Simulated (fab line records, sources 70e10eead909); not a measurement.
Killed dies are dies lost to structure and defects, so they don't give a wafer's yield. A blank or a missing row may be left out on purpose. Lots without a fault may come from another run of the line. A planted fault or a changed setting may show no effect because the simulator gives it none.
Chamber matching | flow nand_harc | NHARC_A_SGD_CUT_ETCHBACK_24 on rie_diel-10: 4 sister chambers
The step etches the open film in CH3F/O2, target depth 50 nm, time 92.857 s. 18 wafers are shown with their chamber, then 9 later ones without.

WAFERS WITH THEIR CHAMBER
wafer  | chamber | showerhead_plenum_p_Torr (Torr) | drypump_motor_current_A (A) | rf_vpp_V (V)
L074.1 | 2       | 2.45                            | 5.6                         | 244.4
L074.5 | 2       | 2.45                            | 5.6                         | 243.4
L074.6 | 1       | 2.51                            | 6.4                         | 244.5
L075.2 | 3       | 2.54                            | 4.8                         | 247.7
L075.4 | 1       | 2.51                            | 6.4                         | 245.5
L075.5 | 1       | 2.51                            | 6.4                         | 244.0
L078.1 | 0       | 2.44                            | 5.5                         | 243.7
L078.3 | 2       | 2.45                            | 5.5                         | 243.3
L078.4 | 1       | 2.51                            | 6.4                         | 244.4
L083.2 | 1       | 2.51                            | 6.4                         | 245.5
L083.3 | 3       | 2.54                            | 4.8                         | 244.8
L083.6 | 0       | 2.44                            | 5.5                         | 243.4
L088.1 | 0       | 2.44                            | 5.5                         | 244.1
L088.3 | 1       | 2.50                            | 6.4                         | 245.7
L088.6 | 2       | 2.45                            | 5.5                         | 244.6
L092.1 | 3       | 2.54                            | 4.7                         | 246.1
L092.2 | 1       | 2.50                            | 6.4                         | 244.4
L092.5 | 3       | 2.54                            | 4.7                         | 246.7

SIGNATURES (means of the wafers above)
reading                  | chamber 0 | chamber 1 | chamber 2 | chamber 3 | scatter within a chamber
showerhead_plenum_p_Torr | 2.4400    | 2.5071    | 2.4500    | 2.5400    | 0.00319
drypump_motor_current_A  | 5.500     | 6.400     | 5.550     | 4.750     | 0.0378
rf_vpp_V                 | 243.733   | 244.857   | 243.925   | 246.325   | 0.794
Rule: a wafer's distance from a chamber is the root of the sum, over the readings, of the square of ((its reading less the chamber's mean) divided by the reading's scatter). The wafer belongs to the nearest chamber; if the next one is less than 2 further off, it can't be placed. The scatter: the root of (the sum of the squares of (reading less its chamber's mean) over the shown wafers, divided by (wafers less chambers)).

WAFERS WITHOUT THEIR CHAMBER
wafer  | showerhead_plenum_p_Torr (Torr) | drypump_motor_current_A (A) | rf_vpp_V (V)
L093.1 | 2.44                            | 5.5                         | 243.5
L093.5 | 2.45                            | 5.5                         | 244.9
L093.6 | 2.54                            | 4.8                         | 246.2
L096.2 | 2.54                            | 4.7                         | 246.0
L096.3 | 2.44                            | 5.5                         | 243.9
L096.4 | 2.50                            | 6.4                         | 245.1
L097.2 | 2.50                            | 6.4                         | 246.2
L097.3 | 2.44                            | 5.5                         | 244.5
L097.6 | 2.50                            | 6.4                         | 244.6

WHICH CHAMBER EACH WENT THROUGH
wafer  | from the rows above     | in truth
L093.1 | 0                       | 0
L093.5 | can't be placed: 2 or 0 | 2
L093.6 | 3                       | 3
L096.2 | 3                       | 3
L096.3 | 0                       | 0
L096.4 | 1                       | 1
L097.2 | 1                       | 1
L097.3 | 0                       | 0
L097.6 | 1                       | 1
Placed correctly: 8 of 9. Can't be placed from these rows: 1 (the true chamber is among the candidates in 1). Placed wrongly: 0.
